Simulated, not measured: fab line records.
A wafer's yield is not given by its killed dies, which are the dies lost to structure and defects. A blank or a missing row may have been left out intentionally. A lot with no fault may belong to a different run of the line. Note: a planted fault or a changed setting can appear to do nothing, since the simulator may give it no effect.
Split-lot trial + flow n5 finfet + 39 wafers read across 7 lots, on a route 1938 steps long

== THE SPLIT ITSELF ==
At N5_FIN_SAQP_SPACER2_ALD_28 (deposits SiO2, target thk 8.1 nm, pulse time 1 s, purge time 2 s), the setting target thk a was moved away from the recipe's 81 angstrom on 12 of the 39 wafers read, by -9.9% to +12.0%. The other wafers ran this setting at the recipe's value.

== FROM THE SPLIT TO THE READING: what the file shows between them, 2 steps ==
- N5_FIN_SAQP_SPACER2_ETCHBACK_29: etches SiO2 in CHF3/O2, target depth 12.2 nm, time 6.1 s
- N5_FIN_SAQP_MANDREL2_REMOVE_60: chemistry HBr/Cl2/O2, target a-Si, stops on SiNx, bt time 10 s

== THE READING ==
FIN_SAQP.cd nm (the simulator's own value, which no gauge read), in nm, at N5_FIN_SAQP_HM_OPEN_33 (chemistry CH3F/O2, target SiNx, target depth 49.4 nm, time 70.6 s). There is no usual value for it anywhere in the file. Here, 27 wafers ran the recipe; their average is 8.1 nm with a standard deviation of 0.16 nm.

| wafer  | tool, chamber at the split | target thk a as run, angstrom | against the recipe | FIN_SAQP.cd nm, nm | against lot-mates on the recipe |
|--------|----------------------------|-------------------------------|--------------------|--------------------|---------------------------------|
| L079.1 | ald sin-03, 3,2            | 81                            | recipe             | 8.4                | -                               |
| L079.2 | ald sin-03, 1              | 72.99                         | -9.9%              | 7                  | -1.1                            |
| L079.3 | ald sin-03, 3,2            | 81                            | recipe             | 8                  | -                               |
| L079.4 | ald sin-03, 0,3            | 72.99                         | -9.9%              | 7.2                | -0.9                            |
| L079.5 | ald sin-03, 0,3            | 72.99                         | -9.9%              | 7.4                | -0.7                            |
| L079.6 | ald sin-03, 0              | 81                            | recipe             | 7.8                | -                               |
| L080.1 | ald sin-04, 3,0,3          | 87.88                         | +8.5%              | 8.8                | +0.7                            |
| L080.6 | ald sin-04, 3,0,3          | 87.88                         | +8.5%              | 8.8                | +0.7                            |
| L080.2 | ald sin-04, 3,0,3          | 87.88                         | +8.5%              | 9                  | +0.9                            |
| L080.3 | ald sin-04, 2              | 81                            | recipe             | 8.2                | -                               |
| L080.4 | ald sin-04, 0,2            | 81                            | recipe             | 8.2                | -                               |
| L080.5 | ald sin-04, 0,2            | 81                            | recipe             | 8                  | -                               |
| L082.1 | ald sin-04, 3,0,3          | 81                            | recipe             | 8.2                | -                               |
| L082.6 | ald sin-04, 3,0,3          | 81                            | recipe             | 8.2                | -                               |
| L082.2 | ald sin-04, 1,2,0          | 84.3                          | +4.1%              | 8.6                | +0.5                            |
| L082.3 | ald sin-04, 1,2,0          | 84.3                          | +4.1%              | 8.4                | +0.3                            |
| L082.5 | ald sin-04, 1,2,0          | 84.3                          | +4.1%              | 8.4                | +0.3                            |
| L082.4 | ald sin-04, 3,0,3          | 81                            | recipe             | 8                  | -                               |
| L083.1 | ald sin-01, 3              | 81                            | recipe             | 8.2                | -                               |
| L083.5 | ald sin-01, 3              | 81                            | recipe             | 8.2                | -                               |
| L083.6 | ald sin-01, 2              | 81                            | recipe             | 8.2                | -                               |
| L083.2 | ald sin-01, 0,1,2          | 90.73                         | +12.0%             | 9.2                | +1.0                            |
| L083.3 | ald sin-01, 0,1,2          | 90.73                         | +12.0%             | 9.2                | +1.0                            |
| L083.4 | ald sin-01, 0,1,2          | 90.73                         | +12.0%             | 9.2                | +1.0                            |
| L084.1 | ald sin-03, 1,0,2,0        | 81                            | recipe             | 8                  | -                               |
| L084.2 | ald sin-03, 1,0,2,0        | 81                            | recipe             | 8                  | -                               |
| L084.4 | ald sin-03, 1,0,2,0        | 81                            | recipe             | 8                  | -                               |
| L084.5 | ald sin-03, 1,0,2,0        | 81                            | recipe             | 8                  | -                               |
| L084.3 | ald sin-03, 3              | 81                            | recipe             | 8.2                | -                               |
| L084.6 | ald sin-03, 3              | 81                            | recipe             | 8.4                | -                               |
| L089.1 | ald sin-01, 0,3,2,2,3,0    | 81                            | recipe             | 8.4                | -                               |
| L089.6 | ald sin-01, 0,3,2,2,3,0    | 81                            | recipe             | 8.4                | -                               |
| L089.2 | ald sin-01, 0,3,2,2,3,0    | 81                            | recipe             | 8.2                | -                               |
| L089.5 | ald sin-01, 0,3,2,2,3,0    | 81                            | recipe             | 8.2                | -                               |
| L089.3 | ald sin-01, 0,3,2,2,3,0    | 81                            | recipe             | 7.8                | -                               |
| L089.4 | ald sin-01, 0,3,2,2,3,0    | 81                            | recipe             | 8                  | -                               |
| L093.3 | ald sin-01, 3,2            | 81                            | recipe             | 8.2                | -                               |
| L093.4 | ald sin-01, 0              | 81                            | recipe             | 8                  | -                               |
| L093.6 | ald sin-01, 3,2            | 81                            | recipe             | 8                  | -                               |
Rows listing several chambers each stand for several wafers; the file does not say which wafer went through which chamber.

FIT RESULTS
A straight line over all 39 wafers: FIN_SAQP.cd nm changes by +0.0902 nm for each +1% of target thk a; r = +0.95; the points scatter about the line by 0.15 nm.
The same after taking each lot's own level away (the mean of its wafers on the recipe; 39 wafers): +0.0853 nm for each +1%; r = +0.95; scatter 0.15 nm.
On that fit, the largest move of target thk a shifts the reading by 1 nm.
The lots' own levels span 8.07 to 8.20 nm, that is 0.8 times the standard deviation above.
Consequently the slope shifts little with the lot-to-lot level, the two slopes agreeing.
Check: with one of the wafers moved furthest among these (+12.0%) left out of the fit, the line predicts +1.02 nm for it against its lot-mates. It came out at +1 nm against them.

== THE WHOLE CHAIN: every reading that the file lists as answering this split, in the file's order ==
| step                           | what it does                                                      | reading                                                                                 | change (the file's fit)                | r (the file's) |
|--------------------------------|-------------------------------------------------------------------|-----------------------------------------------------------------------------------------|----------------------------------------|----------------|
| N5_FIN_SAQP_SPACER2_ALD_28     | deposits SiO2, target thk 8.1 nm, pulse time 1 s, purge time 2 s  | SiO2_of_FIN_SAQP_SPACER2_ALD_28.thk nm (the simulator's own value, which no gauge read) | +0.077 nm for each +1% of the setting  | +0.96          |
| N5_FIN_SAQP_MANDREL2_REMOVE_60 | chemistry HBr/Cl2/O2, target a-Si, stops on SiNx, bt time 10 s    | FIN_SAQP.cd nm (the simulator's own value, which no gauge read)                         | +0.0818 nm for each +1% of the setting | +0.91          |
| N5_FIN_SAQP_HM_OPEN_33         | chemistry CH3F/O2, target SiNx, target depth 49.4 nm, time 70.6 s | FIN_SAQP.cd nm (the simulator's own value, which no gauge read)                         | +0.0851 nm for each +1% of the setting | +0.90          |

== THE FILE'S OWN FIT ==
FIN_SAQP.cd nm changes by +0.0851 nm for each +1% of target thk a, r = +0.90.
